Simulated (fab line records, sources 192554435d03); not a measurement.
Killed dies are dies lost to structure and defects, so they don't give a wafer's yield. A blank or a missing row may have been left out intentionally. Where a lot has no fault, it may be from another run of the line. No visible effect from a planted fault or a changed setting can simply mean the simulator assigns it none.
Matching of chambers | flow n5 finfet | N5_BEOL_M4_ILD_DEP_00 on pecvd-01 has 3 sister chambers
The step deposits SiOC from DEMS/O2, target thk 79 nm, time 15.3 s. 3 wafers are shown with their chamber, then 12 later ones without.

## EACH WAFER AND ITS CHAMBER
wafer  | chamber | throttle valve pct (%)
L090.4 | 2       | 11.3
L090.5 | 0       | 12.3
L090.6 | 1       | 12.3

## WAFERS WHOSE CHAMBER IS MISSING
wafer  | throttle valve pct (%)
L092.3 | 11.6
L092.4 | 11.5
L092.5 | 12.5
L093.1 | 12.1
L093.2 | 12.5
L093.6 | 12.7
L095.2 | 11.4
L095.3 | 12.3
L095.6 | 11.4
L096.1 | 12.5
L096.2 | 11.4
L096.4 | 12.2

## THE CHAMBER EACH PASSED THROUGH
wafer  | from the rows above          | in truth
L092.3 | can't be placed: 2 or 0 or 1 | 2
L092.4 | 2                            | 2
L092.5 | can't be placed: 0 or 1      | 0
L093.1 | can't be placed: 0 or 1      | 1
L093.2 | can't be placed: 0 or 1      | 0
L093.6 | can't be placed: 0 or 1      | 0
L095.2 | 2                            | 2
L095.3 | can't be placed: 0 or 1      | 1
L095.6 | 2                            | 2
L096.1 | can't be placed: 0 or 1      | 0
L096.2 | 2                            | 2
L096.4 | can't be placed: 0 or 1      | 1
4 of 12 placed correctly. Can't be placed from these rows: 8 (the true chamber is among the candidates in 8). Number placed wrongly: 0.
How it was worked out, from the rows above alone: a wafer's distance from a chamber is the root of the sum, over the readings, of the square of ((its reading less the chamber's mean) divided by the reading's scatter). The wafer belongs to the nearest chamber; if the next one is less than 2 further off, it can't be placed. Each chamber's mean is taken over the wafers shown for it. The scatter: root of mean squared gap, hidden wafer to nearest shown wafer, with one shown wafer a chamber.
